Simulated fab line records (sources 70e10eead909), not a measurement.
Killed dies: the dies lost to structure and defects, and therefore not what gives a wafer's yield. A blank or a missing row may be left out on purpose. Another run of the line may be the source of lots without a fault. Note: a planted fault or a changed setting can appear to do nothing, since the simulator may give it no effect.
What tool caused it? -- flow nandHarc -- Sampling: 24 lots, 72 wafers, 6 of 1302 route steps

WHAT THE GAUGES READ, wafer by wafer
The record holds no reading of a measuring or inspecting step that can be judged against a usual standard deviation.

WHAT TOOL EACH LOT RAN ON (gives the tool, then ch and the chambers of the sampled wafers, and finally the start)
lot,NHARC_A_CONTACT_ETCH_115,NHARC_A_CONTACT_ETCH_116,NHARC_A_CONTACT_DEP_57,NHARC_A_CONTACT_DESCUM_74,NHARC_A_CONTACT_ETCH_127,NHARC_A_CONTACT_ETCH_131
L075,"harCapEtch-02 ch 0,1, day 22 00:38","harCapEtch-02 ch 0,1, day 22 00:48","aclDep-02 ch 0, day 22 04:08","rieDiel-11 ch 0,2,3, day 22 08:20","harCapEtch-02 ch 0,1, day 22 10:27","harCapEtch-02 ch 0,1, day 22 11:10"
L074,"harCapEtch-03 ch 0,1, day 22 00:59","harCapEtch-03 ch 0,1, day 22 01:09","aclDep-03 ch 0, day 22 05:01","rieDiel-05 ch 0,1, day 22 08:37","harCapEtch-01 ch 0,1, day 22 10:59","harCapEtch-01 ch 0,1, day 22 11:41"
L076,"harCapEtch-03 ch 0,1, day 22 15:31","harCapEtch-03 ch 0,1, day 22 15:41","aclDep-01 ch 0, day 22 19:06","rieDiel-11 ch 0,2,3, day 22 23:15","harCapEtch-02 ch 1, day 23 01:22","harCapEtch-02 ch 1, day 23 02:04"
L078,"harCapEtch-02 ch 0,1, day 22 15:53","harCapEtch-02 ch 0,1, day 22 16:04","aclDep-03 ch 0, day 22 21:04","rieDiel-01 ch 2,3, day 22 23:35","harCapEtch-01 ch 0,1, day 23 01:48","harCapEtch-01 ch 0,1, day 23 02:31"
L077,"harCapEtch-03 ch 0,1, day 23 07:08","harCapEtch-03 ch 0,1, day 23 07:19","aclDep-03 ch 0, day 23 12:40","rieDiel-11 ch 0,1,2, day 23 16:52","harCapEtch-03 ch 0, day 23 18:57","harCapEtch-03 ch 0, day 23 19:40"
L079,"harCapEtch-01 ch 0, day 24 03:36","harCapEtch-01 ch 0, day 24 03:49","aclDep-03 ch 0, day 24 07:24","rieDiel-11 ch 0,1,2, day 24 11:30","harCapEtch-03 ch 1, day 24 13:57","harCapEtch-03 ch 1, day 24 14:40"
L081,"harCapEtch-01 ch 0,1, day 24 23:22","harCapEtch-01 ch 0,1, day 24 23:32","aclDep-02 ch 0, day 25 05:31","rieDiel-11 ch 0,1,2, day 25 09:06","harCapEtch-03 ch 0,1, day 25 11:21","harCapEtch-03 ch 0,1, day 25 12:03"
L080,"harCapEtch-03 ch 0,1, day 25 04:13","harCapEtch-03 ch 0,1, day 25 04:23","aclDep-03 ch 0, day 25 09:25","rieDiel-01 ch 1,3, day 25 12:28","harCapEtch-02 ch 0,1, day 25 14:38","harCapEtch-02 ch 0,1, day 25 15:20"
L083,"harCapEtch-02 ch 0,1, day 25 06:15","harCapEtch-02 ch 0,1, day 25 06:25","aclDep-01 ch 0, day 25 10:15","rieDiel-01 ch 0,2,3, day 25 13:51","harCapEtch-01 ch 0,1, day 25 15:56","harCapEtch-01 ch 0,1, day 25 16:38"
L082,"harCapEtch-01 ch 0,1, day 25 08:55","harCapEtch-01 ch 0,1, day 25 09:09","aclDep-02 ch 0, day 25 14:07","rieDiel-01 ch 0,2,3, day 25 17:55","harCapEtch-02 ch 0,1, day 25 20:03","harCapEtch-02 ch 0,1, day 25 20:45"
L084,"harCapEtch-01 ch 0,1, day 25 21:29","harCapEtch-01 ch 0,1, day 25 21:39","aclDep-02 ch 0, day 26 06:10","rieDiel-01 ch 0,2,3, day 26 08:44","harCapEtch-01 ch 0,1, day 26 10:53","harCapEtch-01 ch 0,1, day 26 11:35"
L085,"harCapEtch-03 ch 0,1, day 26 07:53","harCapEtch-03 ch 0,1, day 26 08:03","aclDep-01 ch 0, day 26 11:58","rieDiel-01 ch 0,1,3, day 26 15:34","harCapEtch-02 ch 0,1, day 26 19:03","harCapEtch-02 ch 0,1, day 26 19:45"
L086,"harCapEtch-02 ch 0,1, day 26 08:13","harCapEtch-02 ch 0,1, day 26 08:24","aclDep-03 ch 0, day 26 14:35","rieDiel-05 ch 1,3, day 26 18:35","harCapEtch-01 ch 0,1, day 26 20:51","harCapEtch-01 ch 0,1, day 26 21:47"
L087,"harCapEtch-03 ch 0,1, day 26 18:34","harCapEtch-03 ch 0,1, day 26 18:44","aclDep-02 ch 0, day 26 23:04","rieDiel-01 ch 0,1,2, day 27 03:14","harCapEtch-01 ch 0,1, day 27 05:23","harCapEtch-01 ch 0,1, day 27 06:05"
L089,"harCapEtch-03 ch 0,1, day 27 10:23","harCapEtch-03 ch 0,1, day 27 10:34","aclDep-03 ch 0, day 27 15:46","rieDiel-11 ch 1,3, day 27 19:23","harCapEtch-01 ch 0,1, day 27 21:29","harCapEtch-01 ch 0,1, day 27 22:11"
L091,"harCapEtch-01 ch 0,1, day 27 16:54","harCapEtch-01 ch 0,1, day 27 17:05","aclDep-01 ch 0, day 27 20:24","rieDiel-05 ch 1,2, day 28 00:35","harCapEtch-02 ch 0,1, day 28 02:43","harCapEtch-02 ch 0,1, day 28 03:26"
L090,"harCapEtch-02 ch 0,1, day 27 18:10","harCapEtch-02 ch 0,1, day 27 18:20","aclDep-02 ch 0, day 28 01:40","rieDiel-11 ch 2,3, day 28 05:47","harCapEtch-01 ch 0,1, day 28 07:54","harCapEtch-01 ch 0,1, day 28 08:37"
L088,"harCapEtch-03 ch 0,1, day 27 22:35","harCapEtch-03 ch 0,1, day 27 22:49","aclDep-02 ch 0, day 28 04:50","rieDiel-05 ch 0,1,3, day 28 08:55","harCapEtch-01 ch 0,1, day 28 11:01","harCapEtch-01 ch 0,1, day 28 11:44"
L092,"harCapEtch-02 ch 0,1, day 28 17:38","harCapEtch-02 ch 0,1, day 28 17:48","aclDep-01 ch 0, day 28 23:26","rieDiel-05 ch 1,2, day 29 03:38","harCapEtch-02 ch 0,1, day 29 05:44","harCapEtch-02 ch 0,1, day 29 06:27"
L093,"harCapEtch-03 ch 0,1, day 29 02:54","harCapEtch-03 ch 0,1, day 29 03:04","aclDep-03 ch 0, day 29 06:25","rieDiel-11 ch 0,1,2, day 29 10:34","harCapEtch-01 ch 0,1, day 29 12:42","harCapEtch-01 ch 0,1, day 29 13:24"
L095,"harCapEtch-02 ch 0,1, day 29 19:58","harCapEtch-02 ch 0,1, day 29 20:08","aclDep-01 ch 0, day 30 00:44","rieDiel-11 ch 1,2, day 30 03:47","harCapEtch-03 ch 0,1, day 30 05:56","harCapEtch-03 ch 0,1, day 30 06:39"
L094,"harCapEtch-01 ch 0,1, day 29 20:09","harCapEtch-01 ch 0,1, day 29 20:19","aclDep-02 ch 0, day 30 00:19","rieDiel-01 ch 0,2, day 30 03:56","harCapEtch-02 ch 0,1, day 30 06:02","harCapEtch-02 ch 0,1, day 30 06:44"
L096,"harCapEtch-01 ch 0,1, day 30 08:04","harCapEtch-01 ch 0,1, day 30 08:14","aclDep-03 ch 0, day 30 11:39","rieDiel-11 ch 0,2,3, day 30 15:41","harCapEtch-01 ch 0,1, day 30 17:49","harCapEtch-01 ch 0,1, day 30 18:32"
L097,"harCapEtch-03 ch 0,1, day 31 01:04","harCapEtch-03 ch 0,1, day 31 01:14","aclDep-02 ch 0, day 31 04:43","rieDiel-11 ch 1,2,3, day 31 08:53","harCapEtch-01 ch 0,1, day 31 10:59","harCapEtch-01 ch 0,1, day 31 11:42"
- NHARC_A_CONTACT_ETCH_115: etches the open film in C4F8/O2/Ar, time 190 s, target depth 1850 nm.
- NHARC_A_CONTACT_ETCH_116: etches the open film in C4F8/O2/Ar, time 190 s, target depth 1850 nm.
- NHARC_A_CONTACT_DEP_57: deposits aC, target thk 5300 nm.
- NHARC_A_CONTACT_DESCUM_74: chemistry O2, time 3 s.
- NHARC_A_CONTACT_ETCH_127: etches the open film in C4F8/O2/Ar, time 197 s, target depth 1918 nm.
- NHARC_A_CONTACT_ETCH_131: etches the open film in C4F8/O2/Ar, time 197 s, target depth 1918 nm.

AS READ BY THE TOOLS THEMSELVES (means over the sampled wafers that have a number; for cases with no such wafer, the mark the record gives instead)
NHARC_A_CONTACT_DEP_57. Usual: 35.001 % for throttleValvePct, sd 0.0097.
lot,tool,throttleValvePct (%),flag
L075,aclDep-02,34.999,
L074,aclDep-03,35.010,
L076,aclDep-01,35.000,
L078,aclDep-03,35.005,
L077,aclDep-03,34.995,
L079,aclDep-03,35.013,
L081,aclDep-02,34.989,
L080,aclDep-03,35.005,
L083,aclDep-01,34.990,
L082,aclDep-02,34.999,
L084,aclDep-02,35.006,
L085,aclDep-01,35.003,
L086,aclDep-03,34.994,
L087,aclDep-02,34.995,
L089,aclDep-03,35.008,
L091,aclDep-01,34.997,
L090,aclDep-02,35.001,
L088,aclDep-02,34.993,
L092,aclDep-01,34.996,
L093,aclDep-03,34.999,
L095,aclDep-01,35.001,
L094,aclDep-02,35.000,
L096,aclDep-03,35.004,
L097,aclDep-02,34.997,

NHARC_A_CONTACT_DESCUM_74. Usual: drypumpMotorCurrentA 5.6 A, standard deviation 0.42; oesProductAu 1.000 a.u., standard deviation 0.012; rfVppV 57.8 V, standard deviation 0.95; showerheadPlenumPTorr 1.89 Torr, standard deviation 0.096; throttleValvePct 11.311 %, standard deviation 0.0087.
lot,tool,drypumpMotorCurrentA (A),oesProductAu (a.u.),rfVppV (V),showerheadPlenumPTorr (Torr),throttleValvePct (%),flag
L075,rieDiel-11,5.4,1.015,57.6,1.95,11.312,
L074,rieDiel-05,5.5,1.008,57.7,2.00,11.317,
L076,rieDiel-11,5.4,1.005,57.9,1.94,11.303,
L078,rieDiel-01,6.2,0.987,58.4,1.84,11.315,
L077,rieDiel-11,5.8,0.999,58.0,1.87,11.314,
L079,rieDiel-11,5.8,1.005,57.8,1.87,11.318,
L081,rieDiel-11,5.7,1.007,57.5,1.87,11.302,
L080,rieDiel-01,5.4,0.997,57.8,1.87,11.309,
L083,rieDiel-01,6.0,0.999,57.8,1.83,11.315,
L082,rieDiel-01,6.1,1.005,56.5,1.83,11.303,
L084,rieDiel-01,6.0,1.009,57.4,1.83,11.311,
L085,rieDiel-01,5.6,1.002,57.2,1.85,11.316,
L086,rieDiel-05,5.6,0.996,57.4,2.02,11.310,
L087,rieDiel-01,5.9,0.989,58.0,1.81,11.314,
L089,rieDiel-11,5.4,0.997,57.9,1.92,11.304,
L091,rieDiel-05,5.9,1.017,58.8,1.96,11.318,
L090,rieDiel-11,5.3,0.990,58.1,1.93,11.313,
L088,rieDiel-05,5.3,0.997,58.2,1.99,11.309,
L092,rieDiel-05,5.9,1.009,57.9,1.95,11.319,
L093,rieDiel-11,5.8,0.988,57.2,1.87,11.312,
L095,rieDiel-11,5.9,1.012,58.0,1.79,11.310,
L094,rieDiel-01,6.1,0.985,56.9,1.78,11.312,
L096,rieDiel-11,5.4,0.996,58.4,1.93,11.309,
L097,rieDiel-11,5.7,1.000,58.6,1.85,11.313,

THE ANSWER, worked out from the rows above alone
Rule: a lot counts as off when the mean over its wafers that have a number is more than 3 standard deviations away from the usual mean. A lot without any number at a reading at which 4 lots or more have one is off too. Where the step has rows for the other lots, those lots are counted as sound. The gauges are gone through in route order, then the tools' own readings, and for those a lot's mean is taken as printed above. The first step at which some lot is off is used, and at that step the reading that is off furthest; a lot without a number counts as furthest.
No lot is off at any reading shown: from this, nothing can be told.

WHAT WAS PUT IN BY THE SIMULATOR
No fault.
